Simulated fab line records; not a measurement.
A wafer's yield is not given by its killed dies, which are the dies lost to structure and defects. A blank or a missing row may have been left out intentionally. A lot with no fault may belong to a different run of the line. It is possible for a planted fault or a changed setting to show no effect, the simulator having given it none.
Split-lot experiment || flow n5 finfet || 7 lots, 39 wafers read, on a route of 1938 steps

## SPLIT DETAILS
At N5_BEOL_M0_SAQP_PECVD_03 (deposits SiCN from 3MS/NH3, target thk 12 nm, time 21.1 s), the setting time s was moved away from the recipe's 21.1 s on 15 of the 39 wafers read, by -52.7% to +33.3%. The other wafers ran this setting at the recipe's value.

## FROM THE SPLIT TO THE READING: what the file shows between them, 4 steps
- N5_BEOL_M0_SAQP_PECVD_96: deposits a-Si from SiH4/He, target thk 45 nm, time 45.2 s
- N5_BEOL_M0_SAQP_PECVD_97: deposits SiNx from SiH4/NH3/N2, target thk 23 nm, time 19.9 s
- N5_BEOL_M0_SAQP_ETCH_102: etches SiO2 in CF4, target depth 4 nm, time 4.4 s
- N5_BEOL_M0_SAQP_MANDREL_ETCH_103: etches a-Si in HBr/Cl2, stops on SiCN, target depth 45 nm, bt time 10 s, time 27 s

## THE READING
SiCN_of_BEOL_M0_SAQP_PECVD_03.thk nm (the simulator's own value, which no gauge read), in nm, at N5_BEOL_M0_SAQP_RECESS_104 (chemistry HF/NH3, target SiO2, target depth 18 nm, afs cycles 3, sublimation time 60 s). No usual value for it is given in the file. Average 8.6 nm, standard deviation 0.18 nm, over the 24 wafers here run with the recipe.

{"wafer": "L079.1", "tool, chamber at the split": "pecvd-03, 2,0", "time s as run, s": 26.09, "against the recipe": "+23.6%", "SiCN_of_BEOL_M0_SAQP_PECVD_03.thk nm, nm": 11, "against lot-mates on the recipe": "+2.5"}
{"wafer": "L079.4", "tool, chamber at the split": "pecvd-03, 2", "time s as run, s": 26.09, "against the recipe": "+23.6%", "SiCN_of_BEOL_M0_SAQP_PECVD_03.thk nm, nm": 11, "against lot-mates on the recipe": "+2.5"}
{"wafer": "L079.2", "tool, chamber at the split": "pecvd-03, 1", "time s as run, s": 21.1, "against the recipe": "recipe", "SiCN_of_BEOL_M0_SAQP_PECVD_03.thk nm, nm": 8.6, "against lot-mates on the recipe": "-"}
{"wafer": "L079.6", "tool, chamber at the split": "pecvd-03, 1", "time s as run, s": 21.1, "against the recipe": "recipe", "SiCN_of_BEOL_M0_SAQP_PECVD_03.thk nm, nm": 8.6, "against lot-mates on the recipe": "-"}
{"wafer": "L079.3", "tool, chamber at the split": "pecvd-03, 2,0", "time s as run, s": 26.09, "against the recipe": "+23.6%", "SiCN_of_BEOL_M0_SAQP_PECVD_03.thk nm, nm": 10.8, "against lot-mates on the recipe": "+2.3"}
{"wafer": "L079.5", "tool, chamber at the split": "pecvd-03, 0", "time s as run, s": 21.1, "against the recipe": "recipe", "SiCN_of_BEOL_M0_SAQP_PECVD_03.thk nm, nm": 8.4, "against lot-mates on the recipe": "-"}
{"wafer": "L080.1", "tool, chamber at the split": "pecvd-03, 0,2", "time s as run, s": 21.1, "against the recipe": "recipe", "SiCN_of_BEOL_M0_SAQP_PECVD_03.thk nm, nm": 8.4, "against lot-mates on the recipe": "-"}
{"wafer": "L080.2", "tool, chamber at the split": "pecvd-03, 1", "time s as run, s": 25.06, "against the recipe": "+18.8%", "SiCN_of_BEOL_M0_SAQP_PECVD_03.thk nm, nm": 11, "against lot-mates on the recipe": "+2.4"}
{"wafer": "L080.4", "tool, chamber at the split": "pecvd-03, 0", "time s as run, s": 25.06, "against the recipe": "+18.8%", "SiCN_of_BEOL_M0_SAQP_PECVD_03.thk nm, nm": 11, "against lot-mates on the recipe": "+2.4"}
{"wafer": "L080.3", "tool, chamber at the split": "pecvd-03, 0,2", "time s as run, s": 21.1, "against the recipe": "recipe", "SiCN_of_BEOL_M0_SAQP_PECVD_03.thk nm, nm": 8.6, "against lot-mates on the recipe": "-"}
{"wafer": "L080.5", "tool, chamber at the split": "pecvd-03, 2", "time s as run, s": 21.1, "against the recipe": "recipe", "SiCN_of_BEOL_M0_SAQP_PECVD_03.thk nm, nm": 8.8, "against lot-mates on the recipe": "-"}
{"wafer": "L080.6", "tool, chamber at the split": "pecvd-03, 1", "time s as run, s": 25.06, "against the recipe": "+18.8%", "SiCN_of_BEOL_M0_SAQP_PECVD_03.thk nm, nm": 11.2, "against lot-mates on the recipe": "+2.6"}
{"wafer": "L081.1", "tool, chamber at the split": "pecvd-02, 0", "time s as run, s": 21.1, "against the recipe": "recipe", "SiCN_of_BEOL_M0_SAQP_PECVD_03.thk nm, nm": 8.8, "against lot-mates on the recipe": "-"}
{"wafer": "L081.4", "tool, chamber at the split": "pecvd-02, 1,2", "time s as run, s": 21.1, "against the recipe": "recipe", "SiCN_of_BEOL_M0_SAQP_PECVD_03.thk nm, nm": 8.4, "against lot-mates on the recipe": "-"}
{"wafer": "L081.6", "tool, chamber at the split": "pecvd-02, 1,2", "time s as run, s": 21.1, "against the recipe": "recipe", "SiCN_of_BEOL_M0_SAQP_PECVD_03.thk nm, nm": 8.6, "against lot-mates on the recipe": "-"}
{"wafer": "L085.1", "tool, chamber at the split": "pecvd-02, 1", "time s as run, s": 21.1, "against the recipe": "recipe", "SiCN_of_BEOL_M0_SAQP_PECVD_03.thk nm, nm": 8.2, "against lot-mates on the recipe": "-"}
{"wafer": "L085.2", "tool, chamber at the split": "pecvd-02, 2", "time s as run, s": 21.1, "against the recipe": "recipe", "SiCN_of_BEOL_M0_SAQP_PECVD_03.thk nm, nm": 8.4, "against lot-mates on the recipe": "-"}
{"wafer": "L085.5", "tool, chamber at the split": "pecvd-02, 1", "time s as run, s": 21.1, "against the recipe": "recipe", "SiCN_of_BEOL_M0_SAQP_PECVD_03.thk nm, nm": 8.4, "against lot-mates on the recipe": "-"}
{"wafer": "L085.3", "tool, chamber at the split": "pecvd-02, 0", "time s as run, s": 21.1, "against the recipe": "recipe", "SiCN_of_BEOL_M0_SAQP_PECVD_03.thk nm, nm": 8.8, "against lot-mates on the recipe": "-"}
{"wafer": "L085.4", "tool, chamber at the split": "pecvd-02, 0", "time s as run, s": 21.1, "against the recipe": "recipe", "SiCN_of_BEOL_M0_SAQP_PECVD_03.thk nm, nm": 8.6, "against lot-mates on the recipe": "-"}
{"wafer": "L085.6", "tool, chamber at the split": "pecvd-02, 2", "time s as run, s": 21.1, "against the recipe": "recipe", "SiCN_of_BEOL_M0_SAQP_PECVD_03.thk nm, nm": 9, "against lot-mates on the recipe": "-"}
{"wafer": "L088.1", "tool, chamber at the split": "pecvd-04, 0,0,1", "time s as run, s": 9.975, "against the recipe": "-52.7%", "SiCN_of_BEOL_M0_SAQP_PECVD_03.thk nm, nm": 2.6, "against lot-mates on the recipe": -6.1}
{"wafer": "L088.5", "tool, chamber at the split": "pecvd-04, 0,0,1", "time s as run, s": 9.975, "against the recipe": "-52.7%", "SiCN_of_BEOL_M0_SAQP_PECVD_03.thk nm, nm": 2.6, "against lot-mates on the recipe": -6.1}
{"wafer": "L088.6", "tool, chamber at the split": "pecvd-04, 0,0,1", "time s as run, s": 9.975, "against the recipe": "-52.7%", "SiCN_of_BEOL_M0_SAQP_PECVD_03.thk nm, nm": 2.6, "against lot-mates on the recipe": -6.1}
{"wafer": "L088.2", "tool, chamber at the split": "pecvd-04, 1,0", "time s as run, s": 21.1, "against the recipe": "recipe", "SiCN_of_BEOL_M0_SAQP_PECVD_03.thk nm, nm": 8.6, "against lot-mates on the recipe": "-"}
{"wafer": "L088.3", "tool, chamber at the split": "pecvd-04, 1,0", "time s as run, s": 21.1, "against the recipe": "recipe", "SiCN_of_BEOL_M0_SAQP_PECVD_03.thk nm, nm": 8.6, "against lot-mates on the recipe": "-"}
{"wafer": "L088.4", "tool, chamber at the split": "pecvd-04, 1", "time s as run, s": 21.1, "against the recipe": "recipe", "SiCN_of_BEOL_M0_SAQP_PECVD_03.thk nm, nm": 8.8, "against lot-mates on the recipe": "-"}
{"wafer": "L091.1", "tool, chamber at the split": "pecvd-02, 1,2", "time s as run, s": 28.12, "against the recipe": "+33.3%", "SiCN_of_BEOL_M0_SAQP_PECVD_03.thk nm, nm": 12.2, "against lot-mates on the recipe": "+3.5"}
{"wafer": "L091.3", "tool, chamber at the split": "pecvd-02, 1,2", "time s as run, s": 28.12, "against the recipe": "+33.3%", "SiCN_of_BEOL_M0_SAQP_PECVD_03.thk nm, nm": 12.2, "against lot-mates on the recipe": "+3.5"}
{"wafer": "L091.2", "tool, chamber at the split": "pecvd-02, 0,2", "time s as run, s": 21.1, "against the recipe": "recipe", "SiCN_of_BEOL_M0_SAQP_PECVD_03.thk nm, nm": 8.6, "against lot-mates on the recipe": "-"}
{"wafer": "L091.5", "tool, chamber at the split": "pecvd-02, 0,2", "time s as run, s": 21.1, "against the recipe": "recipe", "SiCN_of_BEOL_M0_SAQP_PECVD_03.thk nm, nm": 8.6, "against lot-mates on the recipe": "-"}
{"wafer": "L091.4", "tool, chamber at the split": "pecvd-02, 0", "time s as run, s": 21.1, "against the recipe": "recipe", "SiCN_of_BEOL_M0_SAQP_PECVD_03.thk nm, nm": 8.8, "against lot-mates on the recipe": "-"}
{"wafer": "L091.6", "tool, chamber at the split": "pecvd-02, 1", "time s as run, s": 28.12, "against the recipe": "+33.3%", "SiCN_of_BEOL_M0_SAQP_PECVD_03.thk nm, nm": 12.4, "against lot-mates on the recipe": "+3.7"}
{"wafer": "L096.1", "tool, chamber at the split": "pecvd-03, 0,2", "time s as run, s": 16.91, "against the recipe": "-19.9%", "SiCN_of_BEOL_M0_SAQP_PECVD_03.thk nm, nm": 6.2, "against lot-mates on the recipe": -2.3}
{"wafer": "L096.2", "tool, chamber at the split": "pecvd-03, 0,2", "time s as run, s": 16.91, "against the recipe": "-19.9%", "SiCN_of_BEOL_M0_SAQP_PECVD_03.thk nm, nm": 6.2, "against lot-mates on the recipe": -2.3}
{"wafer": "L096.3", "tool, chamber at the split": "pecvd-03, 1", "time s as run, s": 21.1, "against the recipe": "recipe", "SiCN_of_BEOL_M0_SAQP_PECVD_03.thk nm, nm": 8.4, "against lot-mates on the recipe": "-"}
{"wafer": "L096.4", "tool, chamber at the split": "pecvd-03, 1", "time s as run, s": 16.91, "against the recipe": "-19.9%", "SiCN_of_BEOL_M0_SAQP_PECVD_03.thk nm, nm": 6.6, "against lot-mates on the recipe": -1.9}
{"wafer": "L096.5", "tool, chamber at the split": "pecvd-03, 0", "time s as run, s": 21.1, "against the recipe": "recipe", "SiCN_of_BEOL_M0_SAQP_PECVD_03.thk nm, nm": 8.6, "against lot-mates on the recipe": "-"}
{"wafer": "L096.6", "tool, chamber at the split": "pecvd-03, 2", "time s as run, s": 21.1, "against the recipe": "recipe", "SiCN_of_BEOL_M0_SAQP_PECVD_03.thk nm, nm": 8.6, "against lot-mates on the recipe": "-"}
If several chambers appear in one row, that row covers several wafers at once and the file leaves open which wafer was in which chamber.

THE FIT
A straight line over all 39 wafers: SiCN_of_BEOL_M0_SAQP_PECVD_03.thk nm changes by +0.113 nm for each +1% of time s; r = +1.00; the points scatter about the line by 0.21 nm.
The same after taking each lot's own level away (the mean of its wafers on the recipe; 39 wafers): +0.113 nm for each +1%; r = +1.00; scatter 0.21 nm.
The reading moves by 6 nm for the largest change in time s, on that fit.
The lots' own levels span 8.53 to 8.67 nm, that is 0.8 times the standard deviation above.
Hence the lot-to-lot level has little effect on the slope; both slopes agree.
Check: -5.94 nm against its lot-mates is what the line predicts for one of the wafers moved furthest among these (-52.7%) when that wafer is left out of the fit. It came out at -6.07 nm against them.

## THE OTHER SPLITS THESE WAFERS WENT THROUGH
These wafers also went through other splits before the reading. Each is held against what the fit with the lots' levels taken away leaves over:
{"other split on the same wafers": "N5_FIN_SAQP_PECVD_47 time s", "wafers away from the commonest value": 15, "r with SiCN_of_BEOL_M0_SAQP_PECVD_03.thk nm (lot level and that fit taken away)": "+0.08"}
{"other split on the same wafers": "N5_SDB_HM_DEP_00 time s", "wafers away from the commonest value": 12, "r with SiCN_of_BEOL_M0_SAQP_PECVD_03.thk nm (lot level and that fit taken away)": -0.01}

## THE WHOLE CHAIN: every reading that the file lists as answering this split, in the file's order
{"step": "N5_BEOL_M0_SAQP_PECVD_03", "what it does": "deposits SiCN from 3MS/NH3, target thk 12 nm, time 21.1 s", "reading": "SiCN_of_BEOL_M0_SAQP_PECVD_03.thk nm (the simulator's own value, which no gauge read)", "change (the file's fit)": "+0.116 nm for each +1% of the setting", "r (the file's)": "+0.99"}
{"step": "N5_BEOL_M0_SAQP_RECESS_104", "what it does": "chemistry HF/NH3, target SiO2, target depth 18 nm, afs cycles 3, sublimation time 60 s", "reading": "SiCN_of_BEOL_M0_SAQP_PECVD_03.thk nm (the simulator's own value, which no gauge read)", "change (the file's fit)": "+0.113 nm for each +1% of the setting", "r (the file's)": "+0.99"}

## FILE'S OWN FIT
SiCN_of_BEOL_M0_SAQP_PECVD_03.thk nm changes by +0.113 nm for each +1% of time s, r = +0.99.
